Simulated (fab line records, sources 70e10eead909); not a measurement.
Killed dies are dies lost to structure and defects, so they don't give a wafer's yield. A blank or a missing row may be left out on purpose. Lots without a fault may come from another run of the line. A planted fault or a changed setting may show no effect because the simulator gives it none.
A struck lot beside a sound one | flow nand_harc | 15 steps out of a route of 1159
Sound: wafers L823.1, L823.2, L823.3. Struck: wafer L833.4. (L833.5, L833.6 of the same lot were not struck and are left out.) The cause comes at the end.
At each step with rows: each side's tool, then ch and its chambers, then its first start. Under that, the readings that differ: sound wafers | struck wafers | difference of the means | sigmas: that difference in standard deviations of wafers without a fault.
alike: readings whose means differ by less than 2 such deviations, and words and numbers that are the same on both sides. not compared: withheld readings, readings that some wafer has no value for, bounds like >300 that may hide the same value, and numbers for which the record gives no deviation and whose values overlap.
The two part at a step that has a row with sigmas, a row that says differs or no value, or rows on one side only. Numbers that don't overlap but have no deviation are shown without sigmas and don't part them. A reading that every wafer of one side lacks parts them only if that side has two wafers or more.

first, 1 step without rows for these wafers: NHARC_A_ONON_D1_DEP_03 (target thk 1000 nm).
NHARC_A_ONON_D1_THK_MEAS_05: measures by ellipsometry.
  sound on film_metro-02, day 10 03:14; struck on film_metro-01, day 12 07:58
  reading     | sound          | struck | difference | sigmas
  thk_nm (nm) | 1016 1017 1016 | 993    | -23        | -2
then, 1 step without rows for these wafers: NHARC_A_ONON_D1_DEP_06 (target thk 1000 nm).
NHARC_A_ONON_D1_THK_MEAS_08: measures by ellipsometry.
  sound on film_metro-02, day 10 03:48; struck on film_metro-01, day 12 08:32
  alike: thk_nm
then, 1 step without rows for these wafers: NHARC_A_ONON_D1_DEP_09 (target thk 1000 nm).
NHARC_A_ONON_D1_THK_MEAS_11: measures by ellipsometry.
  sound on film_metro-02, day 10 04:22; struck on film_metro-02, day 12 09:05
  alike: thk_nm
then, 1 step without rows for these wafers: NHARC_A_ONON_D1_DEP_12 (target thk 1000 nm).
NHARC_A_ONON_D1_THK_MEAS_14: measures by ellipsometry.
  sound on film_metro-02, day 10 04:56; struck on film_metro-02, day 12 09:40
  alike: thk_nm
then, 2 steps without rows for these wafers: NHARC_A_ONON_D1_ANNEAL_15 (time 3600 s); NHARC_A_ONON_D1_DEP_16 (target thk 1000 nm).
NHARC_A_ONON_D1_THK_MEAS_18: measures by ellipsometry.
  sound on film_metro-02, day 10 14:46; struck on film_metro-02, day 12 16:51
  reading     | sound          | struck | difference | sigmas
  thk_nm (nm) | 1005 1004 1005 | 990    | -15        | -2
NHARC_A_ONON_D1_DEP_19: target thk 1000 nm.
  sound on pecvd_onon-01 ch 0, day 10 14:57; struck on pecvd_onon-02 ch 0, day 12 17:05
NHARC_A_ONON_D1_THK_MEAS_21: measures by ellipsometry.
  sound on film_metro-02, day 10 15:28; struck on film_metro-01, day 12 17:25
  reading     | sound          | struck | difference | sigmas
  thk_nm (nm) | 1022 1024 1023 | 646    | -377       | -38
then, 1 step without rows for these wafers: NHARC_A_ONON_D1_DEP_22 (target thk 1000 nm).
-- the record jumps here: 11 days lie between the struck wafers' starts before and after (it left off in module A_ONON_D1 and takes up again in module END, whose first step shown is number 1159 of the route) --
NHARC_END_SORT_01:
  the record has rows for the struck wafers here (prober-01 ch 0, day 24 01:10) and none for the sound ones

WHERE THEY PART
First at NHARC_A_ONON_D1_THK_MEAS_05; last, within this record, at NHARC_END_SORT_01.

WHY: what the simulator had put in
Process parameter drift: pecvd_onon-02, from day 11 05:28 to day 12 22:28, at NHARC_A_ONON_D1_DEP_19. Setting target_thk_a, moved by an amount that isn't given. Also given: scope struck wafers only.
